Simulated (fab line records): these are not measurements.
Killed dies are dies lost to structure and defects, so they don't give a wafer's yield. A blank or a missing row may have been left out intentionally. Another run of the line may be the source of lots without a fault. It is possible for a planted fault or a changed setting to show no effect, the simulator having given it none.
fab line records :: flow nand-harc :: part 2 of 2: steps 27 to 41 of 41
record
  lots=5
  wafers=15
  last-day=23
route steps=1159 shown P_CONTACT@219 P_M0@253
lots that met no fault: taken from a fault-free run of the same line
start-h: hours from the record's first day to the start of the lot's first wafer shown :: wait-h: hours since the lot's step before :: " as in the row above :: L1.1+2: one row covering several wafers at once :: - either no value or no given start :: * or withheld: withheld :: < > ~ a bound
route shown NAME@n: NAME is a module with steps in the file, n the number in the route of the first one :: usual: average and standard deviation across the fault-free wafers :: same: alike in all rows :: chamber/n: place in a boat :: sites: each site's reading :: _std_site: standard deviation across them :: _edge_site: the outer-site mean with the inner-site mean subtracted :: radius-mm: how far each site lies from the wafer's centre :: mask NAME#n: copy n :: behind: the last tool/chamber to shape the wafer :: hold: what put the lot on hold/how long, in hours/how the hold closed :: device: names the non-switching transistor (n, p or np) :: end of line: the same wafers' tests at the end of the route :: a step given without rows: its recipe and nothing more :: killed: the dies lost at the first sort to structure and to defects; this is not the yield of the wafer :: map: shows each die of a wafer: x if killed, . if not, _ if none is there
set.NAME: setting as actually run; set.NAME@STEP: the setting as run at that earlier step :: model.NAME: the simulator's own value behind a step, which no gauge read
lots at some steps of the route; a table a step, a row a wafer
services: a tool's chamber out of use, with start hour (start-h, from the record's first day; less than 0 if before it), hours out, and reason
## steps
# step NHARC_P_CONTACT_PVD_32
# recipe
  target-thk-a=50
  chamber-pressure-pa=5
  power-w=5000
  substrate-temp-c=200
  time-s=17.7
  material=Ti
# usual
  cathode-dc-power-W=5000.0/0.88
  chamber-pressure-pa=5.002/0.01
  throttle-valve-pct=30.0/1.1
lot.wafer: L075.3
tool: pvd-sputter-03
chamber: -
start-h: -
wait-h: -
cathode-dc-power-W: 5001.3
chamber-pressure-pa: 5.000
throttle-valve-pct: 31.0

lot.wafer: L075.2
tool: pvd-sputter-03
chamber: -
start-h: -
wait-h: -
cathode-dc-power-W: 4999.2
chamber-pressure-pa: 5.006
throttle-valve-pct: 29.4

lot.wafer: L075.5
tool: pvd-sputter-03
chamber: -
start-h: -
wait-h: -
cathode-dc-power-W: 5000.5
chamber-pressure-pa: 4.990
throttle-valve-pct: 29.8

lot.wafer: L080.2
tool: pvd-sputter-02
chamber: -
start-h: -
wait-h: -
cathode-dc-power-W: 4999.9
chamber-pressure-pa: 5.005
throttle-valve-pct: 31.5

lot.wafer: L080.6
tool: pvd-sputter-02
chamber: -
start-h: -
wait-h: -
cathode-dc-power-W: 5001.2
chamber-pressure-pa: 4.992
throttle-valve-pct: 29.7

lot.wafer: L080.5
tool: pvd-sputter-02
chamber: -
start-h: -
wait-h: -
cathode-dc-power-W: 5001.6
chamber-pressure-pa: 5.001
throttle-valve-pct: 31.0

lot.wafer: L084.3
tool: pvd-sputter-01
chamber: -
start-h: -
wait-h: -
cathode-dc-power-W: 4999.6
chamber-pressure-pa: 5.010
throttle-valve-pct: 29.1

lot.wafer: L084.1
tool: pvd-sputter-01
chamber: -
start-h: -
wait-h: -
cathode-dc-power-W: 5000.1
chamber-pressure-pa: 5.009
throttle-valve-pct: 29.1

lot.wafer: L084.2
tool: pvd-sputter-01
chamber: -
start-h: -
wait-h: -
cathode-dc-power-W: 4999.9
chamber-pressure-pa: 5.013
throttle-valve-pct: 28.4

lot.wafer: L086.4
tool: pvd-sputter-03
chamber: -
start-h: -
wait-h: -
cathode-dc-power-W: 4999.3
chamber-pressure-pa: 4.987
throttle-valve-pct: 29.9

lot.wafer: L086.2
tool: pvd-sputter-03
chamber: -
start-h: -
wait-h: -
cathode-dc-power-W: 4999.7
chamber-pressure-pa: 4.992
throttle-valve-pct: 31.2

lot.wafer: L086.6
tool: pvd-sputter-03
chamber: -
start-h: -
wait-h: -
cathode-dc-power-W: 5000.6
chamber-pressure-pa: 4.988
throttle-valve-pct: 29.3

lot.wafer: L089.3
tool: pvd-sputter-01
chamber: -
start-h: -
wait-h: -
cathode-dc-power-W: 5000.7
chamber-pressure-pa: 4.993
throttle-valve-pct: 28.9

lot.wafer: L089.4
tool: pvd-sputter-01
chamber: -
start-h: -
wait-h: -
cathode-dc-power-W: 4998.4
chamber-pressure-pa: 4.987
throttle-valve-pct: 31.7

lot.wafer: L089.5
tool: pvd-sputter-01
chamber: -
start-h: -
wait-h: -
cathode-dc-power-W: 5000.3
chamber-pressure-pa: 5.005
throttle-valve-pct: 28.9
# step NHARC_P_CONTACT_ALD_22
# recipe
  target-thk-a=30
  pulse-time-s=1
  ald-cycles=150
  temp-c=450
  material=TiN
# usual
  heater-power-w=1097/98
  precursor-pulse-height-rel=1.001/0.02
lot.wafer: L075.2
tool: ald-metal-01
chamber: 0
start-h: 115.44
wait-h: -
heater-power-w: 940
precursor-pulse-height-rel: 1.030

lot.wafer: L075.3
tool: ald-metal-01
chamber: 1
start-h: 115.44
wait-h: -
heater-power-w: 1013
precursor-pulse-height-rel: 0.982

lot.wafer: L075.5
tool: ald-metal-01
chamber: 1
start-h: 115.44
wait-h: -
heater-power-w: 999
precursor-pulse-height-rel: 0.968

lot.wafer: L080.2
tool: ald-metal-02
chamber: 2
start-h: 153.38
wait-h: -
heater-power-w: 1192
precursor-pulse-height-rel: 0.997

lot.wafer: L080.5
tool: ald-metal-02
chamber: 3
start-h: 153.38
wait-h: -
heater-power-w: 1083
precursor-pulse-height-rel: 1.001

lot.wafer: L080.6
tool: ald-metal-02
chamber: 0
start-h: 153.38
wait-h: -
heater-power-w: 1122
precursor-pulse-height-rel: 1.012

lot.wafer: L084.3
tool: ald-metal-02
chamber: 2
start-h: 174.56
wait-h: -
heater-power-w: 1205
precursor-pulse-height-rel: 0.997

lot.wafer: L084.1
tool: ald-metal-02
chamber: 0
start-h: 174.56
wait-h: -
heater-power-w: 1127
precursor-pulse-height-rel: 0.985

lot.wafer: L084.2
tool: ald-metal-02
chamber: 1
start-h: 174.56
wait-h: -
heater-power-w: 1226
precursor-pulse-height-rel: 0.992

lot.wafer: L086.2
tool: ald-metal-01
chamber: 3
start-h: 193.12
wait-h: -
heater-power-w: 986
precursor-pulse-height-rel: 0.997

lot.wafer: L086.4
tool: ald-metal-01
chamber: 1
start-h: 193.12
wait-h: -
heater-power-w: 990
precursor-pulse-height-rel: 0.971

lot.wafer: L086.6
tool: ald-metal-01
chamber: 2
start-h: 193.12
wait-h: -
heater-power-w: 1132
precursor-pulse-height-rel: 1.007

lot.wafer: L089.3
tool: ald-metal-01
chamber: 2
start-h: 210.10
wait-h: -
heater-power-w: 1128
precursor-pulse-height-rel: 0.997

lot.wafer: L089.4
tool: ald-metal-01
chamber: 1
start-h: 210.10
wait-h: -
heater-power-w: 988
precursor-pulse-height-rel: 0.988

lot.wafer: L089.5
tool: ald-metal-01
chamber: 2
start-h: 210.10
wait-h: -
heater-power-w: 1125
precursor-pulse-height-rel: 1.027
# step NHARC_P_CONTACT_CVD_23
# recipe
  target-thk-a=2000
  temp-c=300
  pressure-torr=40
  wf6-flow-sccm=40
  h2-flow-sccm=1600
  ar-flow-sccm=1560
  time-s=557
  material=W
# usual
  heater-power-w=441/36
  throttle-valve-pct=7.91/0.26
lot.wafer: L075.2
tool: cvd-w-02
chamber: 1
start-h: -
wait-h: -
heater-power-w: 462
throttle-valve-pct: 8.10

lot.wafer: L075.3
tool: cvd-w-02
chamber: 1
start-h: -
wait-h: -
heater-power-w: 484
throttle-valve-pct: 7.97

lot.wafer: L075.5
tool: cvd-w-02
chamber: 0
start-h: -
wait-h: -
heater-power-w: 459
throttle-valve-pct: 8.13

lot.wafer: L080.2
tool: cvd-w-02
chamber: 1
start-h: -
wait-h: -
heater-power-w: 488
throttle-valve-pct: 7.55

lot.wafer: L080.6
tool: cvd-w-02
chamber: 0
start-h: -
wait-h: -
heater-power-w: 454
throttle-valve-pct: 8.31

lot.wafer: L080.5
tool: cvd-w-02
chamber: 1
start-h: -
wait-h: -
heater-power-w: 487
throttle-valve-pct: 8.16

lot.wafer: L084.1
tool: cvd-w-02
chamber: 1
start-h: -
wait-h: -
heater-power-w: 482
throttle-valve-pct: 7.99

lot.wafer: L084.2
tool: cvd-w-02
chamber: 0
start-h: -
wait-h: -
heater-power-w: 445
throttle-valve-pct: 8.26

lot.wafer: L084.3
tool: cvd-w-02
chamber: 0
start-h: -
wait-h: -
heater-power-w: 458
throttle-valve-pct: 8.21

lot.wafer: L086.2
tool: cvd-w-01
chamber: 0
start-h: -
wait-h: -
heater-power-w: 458
throttle-valve-pct: 7.75

lot.wafer: L086.4
tool: cvd-w-01
chamber: 0
start-h: -
wait-h: -
heater-power-w: 448
throttle-valve-pct: 7.64

lot.wafer: L086.6
tool: cvd-w-01
chamber: 1
start-h: -
wait-h: -
heater-power-w: 390
throttle-valve-pct: 8.09

lot.wafer: L089.3
tool: cvd-w-02
chamber: 1
start-h: -
wait-h: -
heater-power-w: 446
throttle-valve-pct: 7.67

lot.wafer: L089.4
tool: cvd-w-02
chamber: 0
start-h: -
wait-h: -
heater-power-w: 477
throttle-valve-pct: 8.35

lot.wafer: L089.5
tool: cvd-w-02
chamber: 0
start-h: -
wait-h: -
heater-power-w: 476
throttle-valve-pct: 7.88
# step NHARC_P_CONTACT_CMP_24
# recipe
  t-overpolish-s=30
  target-thk-nm=200
# usual
  motor-current-A=11.9/1.2
  overpolish-run-s=30.000/0.0086
  pad-life-wafers=272/160
  time-to-endpoint-s=39/3.6
# same
  t-overpolish-s=30
lot.wafer: L075.2
tool: cmp-03
chamber: 3
start-h: 124.40
wait-h: 0.6
motor-current-A: 13.8
overpolish-run-s: 30.007
pad-life-wafers: 332
time-to-endpoint-s: 41

lot.wafer: L075.3
tool: cmp-03
chamber: 0
start-h: 124.40
wait-h: 0.6
motor-current-A: 11.4
overpolish-run-s: 30.000
pad-life-wafers: 333
time-to-endpoint-s: 41

lot.wafer: L075.5
tool: cmp-03
chamber: 1
start-h: 124.40
wait-h: 0.6
motor-current-A: 12.8
overpolish-run-s: 29.998
pad-life-wafers: -
time-to-endpoint-s: 38

lot.wafer: L080.2
tool: cmp-03
chamber: 1
start-h: 154.22
wait-h: 0.5
motor-current-A: 12.9
overpolish-run-s: 29.994
pad-life-wafers: 500
time-to-endpoint-s: 42

lot.wafer: L080.5
tool: cmp-03
chamber: 3
start-h: 154.22
wait-h: 0.5
motor-current-A: 13.9
overpolish-run-s: 30.002
pad-life-wafers: -
time-to-endpoint-s: 44

lot.wafer: L080.6
tool: cmp-03
chamber: 0
start-h: 154.22
wait-h: 0.5
motor-current-A: 10.8
overpolish-run-s: 29.996
pad-life-wafers: -
time-to-endpoint-s: 42

lot.wafer: L084.1
tool: cmp-01
chamber: 3
start-h: 175.41
wait-h: 0.6
motor-current-A: 10.3
overpolish-run-s: 29.982
pad-life-wafers: 438
time-to-endpoint-s: 38

lot.wafer: L084.3
tool: cmp-01
chamber: 0
start-h: 175.41
wait-h: 0.6
motor-current-A: 12.6
overpolish-run-s: 30.010
pad-life-wafers: 439
time-to-endpoint-s: 44

lot.wafer: L084.2
tool: cmp-01
chamber: 1
start-h: 175.41
wait-h: 0.6
motor-current-A: 11.5
overpolish-run-s: 29.996
pad-life-wafers: 440
time-to-endpoint-s: 32

lot.wafer: L086.2
tool: cmp-03
chamber: 1
start-h: 193.95
wait-h: 0.6
motor-current-A: 13.7
overpolish-run-s: 30.002
pad-life-wafers: 210
time-to-endpoint-s: 38

lot.wafer: L086.4
tool: cmp-03
chamber: 3
start-h: 193.95
wait-h: 0.6
motor-current-A: 13.5
overpolish-run-s: 30.005
pad-life-wafers: 212
time-to-endpoint-s: 43

lot.wafer: L086.6
tool: cmp-03
chamber: 1
start-h: 193.95
wait-h: 0.6
motor-current-A: 14.0
overpolish-run-s: 30.000
pad-life-wafers: -
time-to-endpoint-s: 37

lot.wafer: L089.4
tool: cmp-02
chamber: 0
start-h: 217.02
wait-h: 0.3
motor-current-A: 10.8
overpolish-run-s: 29.983
pad-life-wafers: 420
time-to-endpoint-s: 43

lot.wafer: L089.3
tool: cmp-02
chamber: 2
start-h: 217.02
wait-h: 0.3
motor-current-A: 12.3
overpolish-run-s: 29.996
pad-life-wafers: 422
time-to-endpoint-s: 37

lot.wafer: L089.5
tool: cmp-02
chamber: 1
start-h: 217.02
wait-h: 0.3
motor-current-A: 11.6
overpolish-run-s: 30.000
pad-life-wafers: -
time-to-endpoint-s: 43
# step NHARC_P_CONTACT_SRD_26
lot.wafer: L075.2+3+5
tool: wet-bench-02
chamber: 0,1,2
start-h: 124.69
wait-h: 0.0

lot.wafer: L080.6+2+5
tool: wet-bench-01
chamber: 6,7,2
start-h: 154.49
wait-h: 0.0

lot.wafer: L084.2+1+3
tool: wet-bench-02
chamber: 6,7,1
start-h: 175.73
wait-h: 0.0

lot.wafer: L086.6+4+2
tool: wet-bench-01
chamber: 3,4,5
start-h: 194.28
wait-h: 0.0

lot.wafer: L089.5+4+3
tool: wet-bench-04
chamber: 3,6,0
start-h: 217.34
wait-h: 0.0
# step NHARC_P_CONTACT_INSPECT_27
# usual
  raw-defect-count=349/120
lot.wafer: L075.2
tool: defect-inspect-01
chamber: -
start-h: 124.76
wait-h: 0.1
raw-defect-count: 225

lot.wafer: L075.3
tool: defect-inspect-01
chamber: -
start-h: 124.76
wait-h: 0.1
raw-defect-count: 252

lot.wafer: L075.5
tool: defect-inspect-01
chamber: -
start-h: 124.76
wait-h: 0.1
raw-defect-count: 418

lot.wafer: L080.2
tool: defect-inspect-01
chamber: -
start-h: 154.57
wait-h: 0.1
raw-defect-count: 285

lot.wafer: L080.5
tool: defect-inspect-01
chamber: -
start-h: 154.57
wait-h: 0.1
raw-defect-count: 336

lot.wafer: L080.6
tool: defect-inspect-01
chamber: -
start-h: 154.57
wait-h: 0.1
raw-defect-count: 476

lot.wafer: L084.1
tool: defect-inspect-01
chamber: -
start-h: 175.81
wait-h: 0.1
raw-defect-count: 222

lot.wafer: L084.2
tool: defect-inspect-01
chamber: -
start-h: 175.81
wait-h: 0.1
raw-defect-count: 283

lot.wafer: L084.3
tool: defect-inspect-01
chamber: -
start-h: 175.81
wait-h: 0.1
raw-defect-count: 318

lot.wafer: L086.2
tool: defect-inspect-02
chamber: -
start-h: 194.35
wait-h: 0.1
raw-defect-count: 293

lot.wafer: L086.4
tool: defect-inspect-02
chamber: -
start-h: 194.35
wait-h: 0.1
raw-defect-count: 402

lot.wafer: L086.6
tool: defect-inspect-02
chamber: -
start-h: 194.35
wait-h: 0.1
raw-defect-count: 371

lot.wafer: L089.3
tool: defect-inspect-02
chamber: -
start-h: 217.43
wait-h: 0.1
raw-defect-count: 293

lot.wafer: L089.4
tool: defect-inspect-02
chamber: -
start-h: 217.43
wait-h: 0.1
raw-defect-count: 603

lot.wafer: L089.5
tool: defect-inspect-02
chamber: -
start-h: 217.43
wait-h: 0.1
raw-defect-count: 198
# step NHARC_P_M0_DEP_00
# recipe
  target-thk-a=1500
  target-thk-nm=150
  temp-c=withheld
  pressure-torr=5
  flow-sccm=200
  rf-w=600
  material=SiOC
lot.wafer: L075.2+3+5
tool: pecvd-02
chamber: 0,1,0
start-h: 124.88
wait-h: 0.1

lot.wafer: L080.2+6+5
tool: pecvd-04
chamber: 0,1,0
start-h: 154.73
wait-h: 0.2

lot.wafer: L084.1+2+3
tool: pecvd-03
chamber: 0,1,2
start-h: 175.88
wait-h: 0.1

lot.wafer: L086.2+6+4
tool: pecvd-03
chamber: 0,1,2
start-h: 194.42
wait-h: 0.1

lot.wafer: L089.3+5+4
tool: pecvd-02
chamber: 2,2,0
start-h: 217.63
wait-h: 0.2
# step NHARC_P_M0_DEHYDRATE_01
# recipe
  temp-c=150
  time-s=120
lot.wafer: L075.2+3+5
tool: litho-track-01
chamber: 0
start-h: 125.24
wait-h: -

lot.wafer: L080.2+5+6
tool: litho-track-06
chamber: 0
start-h: 155.04
wait-h: -

lot.wafer: L084.1+2+3
tool: litho-track-01
chamber: 0
start-h: 176.28
wait-h: -

lot.wafer: L086.2+4+6
tool: litho-track-01
chamber: 0
start-h: 194.82
wait-h: -

lot.wafer: L089.3+4+5
tool: litho-track-06
chamber: 0
start-h: 217.98
wait-h: -
# step NHARC_P_M0_HMDS_02
# recipe
  time-s=30
lot.wafer: L075.2+3+5
tool: litho-track-01
chamber: 0
start-h: -
wait-h: -

lot.wafer: L080.2+5+6
tool: litho-track-06
chamber: 0
start-h: -
wait-h: -

lot.wafer: L084.1+2+3
tool: litho-track-01
chamber: 0
start-h: -
wait-h: -

lot.wafer: L086.2+4+6
tool: litho-track-01
chamber: 0
start-h: -
wait-h: -

lot.wafer: L089.3+4+5
tool: litho-track-06
chamber: 0
start-h: -
wait-h: -
# step NHARC_P_M0_COAT_33
# recipe
  temp-c=200
  time-s=65
lot.wafer: L075.2+3+5
tool: litho-track-01
chamber: 0
start-h: -
wait-h: -

lot.wafer: L080.2+5+6
tool: litho-track-06
chamber: 0
start-h: -
wait-h: -

lot.wafer: L084.1+2+3
tool: litho-track-01
chamber: 0
start-h: -
wait-h: -

lot.wafer: L086.2+4+6
tool: litho-track-01
chamber: 0
start-h: -
wait-h: -

lot.wafer: L089.3+4+5
tool: litho-track-06
chamber: 0
start-h: -
wait-h: -
# step NHARC_P_M0_COAT_03
# recipe
  spin-rpm=1500
  resist-thk-nm=90
# usual
  spin-speed-rpm=1499.8/0.97
lot.wafer: L075.2
tool: litho-track-01
chamber: 0
start-h: -
wait-h: -
spin-speed-rpm: 1500.9

lot.wafer: L075.3
tool: litho-track-01
chamber: 0
start-h: -
wait-h: -
spin-speed-rpm: 1501.7

lot.wafer: L075.5
tool: litho-track-01
chamber: 0
start-h: -
wait-h: -
spin-speed-rpm: 1499.7

lot.wafer: L080.2
tool: litho-track-06
chamber: 0
start-h: -
wait-h: -
spin-speed-rpm: 1500.1

lot.wafer: L080.5
tool: litho-track-06
chamber: 0
start-h: -
wait-h: -
spin-speed-rpm: 1500.3

lot.wafer: L080.6
tool: litho-track-06
chamber: 0
start-h: -
wait-h: -
spin-speed-rpm: 1500.5

lot.wafer: L084.1
tool: litho-track-01
chamber: 0
start-h: -
wait-h: -
spin-speed-rpm: 1500.1

lot.wafer: L084.2
tool: litho-track-01
chamber: 0
start-h: -
wait-h: -
spin-speed-rpm: 1500.0

lot.wafer: L084.3
tool: litho-track-01
chamber: 0
start-h: -
wait-h: -
spin-speed-rpm: 1498.6

lot.wafer: L086.2
tool: litho-track-01
chamber: 0
start-h: -
wait-h: -
spin-speed-rpm: 1499.1

lot.wafer: L086.4
tool: litho-track-01
chamber: 0
start-h: -
wait-h: -
spin-speed-rpm: 1499.8

lot.wafer: L086.6
tool: litho-track-01
chamber: 0
start-h: -
wait-h: -
spin-speed-rpm: 1501.2

lot.wafer: L089.3
tool: litho-track-06
chamber: 0
start-h: -
wait-h: -
spin-speed-rpm: 1499.1

lot.wafer: L089.4
tool: litho-track-06
chamber: 0
start-h: -
wait-h: -
spin-speed-rpm: 1499.6

lot.wafer: L089.5
tool: litho-track-06
chamber: 0
start-h: -
wait-h: -
spin-speed-rpm: 1500.7
# step NHARC_P_M0_SOFTBAKE_04
# recipe
  temp-c=105
  time-s=55
lot.wafer: L075.2+3+5
tool: litho-track-01
chamber: 0
start-h: -
wait-h: -

lot.wafer: L080.2+5+6
tool: litho-track-06
chamber: 0
start-h: -
wait-h: -

lot.wafer: L084.1+2+3
tool: litho-track-01
chamber: 0
start-h: -
wait-h: -

lot.wafer: L086.2+4+6
tool: litho-track-01
chamber: 0
start-h: -
wait-h: -

lot.wafer: L089.3+4+5
tool: litho-track-06
chamber: 0
start-h: -
wait-h: -
# step NHARC_P_M0_EBR_05
lot.wafer: L075.2+3+5
tool: litho-track-01
chamber: 0
start-h: -
wait-h: -

lot.wafer: L080.2+5+6
tool: litho-track-06
chamber: 0
start-h: -
wait-h: -

lot.wafer: L084.1+2+3
tool: litho-track-01
chamber: 0
start-h: -
wait-h: -

lot.wafer: L086.2+4+6
tool: litho-track-01
chamber: 0
start-h: -
wait-h: -

lot.wafer: L089.3+4+5
tool: litho-track-06
chamber: 0
start-h: -
wait-h: -
# step NHARC_P_M0_EXPOSE_06
# recipe
  na=1.35
  target-cd-nm=90
  dose-mj=81.28
  mask-id=P_M0
lot.wafer: L075.2+3+5
tool: arfi-scanner-02
chamber: 0
start-h: 125.53
wait-h: -
mask: P_M0#0

lot.wafer: L080.2+5+6
tool: arfi-scanner-01
chamber: 0
start-h: 155.34
wait-h: -
mask: P_M0#0

lot.wafer: L084.1+2+3
tool: arfi-scanner-01
chamber: 0
start-h: 176.57
wait-h: -
mask: P_M0#0

lot.wafer: L086.2+4+6
tool: arfi-scanner-01
chamber: 0
start-h: 194.99
wait-h: -
mask: P_M0#0

lot.wafer: L089.3+4+5
tool: arfi-scanner-03
chamber: 0
start-h: 218.28
wait-h: -
mask: P_M0#0
# step NHARC_P_M0_PEB_07
# recipe
  peb-temp-c=100
  peb-time-s=65
lot.wafer: L075.2+3+5
tool: litho-track-04
chamber: 0
start-h: 125.59
wait-h: 0.1

lot.wafer: L080.2+5+6
tool: litho-track-04
chamber: 0
start-h: 155.39
wait-h: 0.1

lot.wafer: L084.1+2+3
tool: litho-track-01
chamber: 0
start-h: 176.63
wait-h: 0.1

lot.wafer: L086.2+4+6
tool: litho-track-04
chamber: 0
start-h: 195.04
wait-h: 0.1

lot.wafer: L089.3+4+5
tool: litho-track-06
chamber: 0
start-h: 218.33
wait-h: 0.0
## services
tool: litho-track-01
chamber: -
start-h: 93.00
hours: 7.0
kind: pm

tool: rie-diel-13
chamber: -
start-h: 99.01
hours: 9.0
kind: pm

tool: rie-diel-09
chamber: -
start-h: 100.80
hours: 1.1
kind: repair

tool: pvd-sputter-03
chamber: -
start-h: 102.01
hours: 10.0
kind: pm

tool: rie-diel-09
chamber: 3
start-h: 115.37
hours: 3.9
kind: repair

tool: litho-track-06
chamber: -
start-h: 117.00
hours: 7.0
kind: pm

tool: cmp-01
chamber: -
start-h: 117.07
hours: 3.2
kind: repair

tool: cmp-01
chamber: -
start-h: 133.97
hours: 3.2
kind: repair

tool: cvd-w-02
chamber: -
start-h: 136.40
hours: 0.8
kind: repair

tool: rie-diel-01
chamber: -
start-h: 137.85
hours: 9.0
kind: pm

tool: arfi-scanner-03
chamber: -
start-h: 140.00
hours: 4.0
kind: pm

tool: litho-track-04
chamber: -
start-h: 141.00
hours: 7.0
kind: pm

tool: rie-diel-09
chamber: 0
start-h: 152.01
hours: 9.6
kind: repair

tool: rie-diel-01
chamber: -
start-h: 152.35
hours: 4.5
kind: repair

tool: cmp-03
chamber: -
start-h: 156.93
hours: 4.0
kind: pm

tool: pvd-sputter-01
chamber: -
start-h: 158.83
hours: 10.0
kind: pm

tool: rie-diel-01
chamber: 0
start-h: 159.23
hours: 6.3
kind: repair

tool: rie-diel-09
chamber: -
start-h: 160.46
hours: 0.9
kind: repair

tool: rie-diel-09
chamber: 3
start-h: 165.20
hours: 11.1
kind: repair

tool: rie-diel-01
chamber: 1
start-h: 179.86
hours: 7.3
kind: repair

tool: wet-bench-02
chamber: -
start-h: 180.00
hours: 8.0
kind: pm

tool: pvd-sputter-03
chamber: -
start-h: 207.74
hours: 10.3
kind: repair

tool: wet-bench-01
chamber: -
start-h: 213.60
hours: 8.0
kind: pm

tool: rie-diel-01
chamber: 1
start-h: 215.95
hours: 7.9
kind: repair
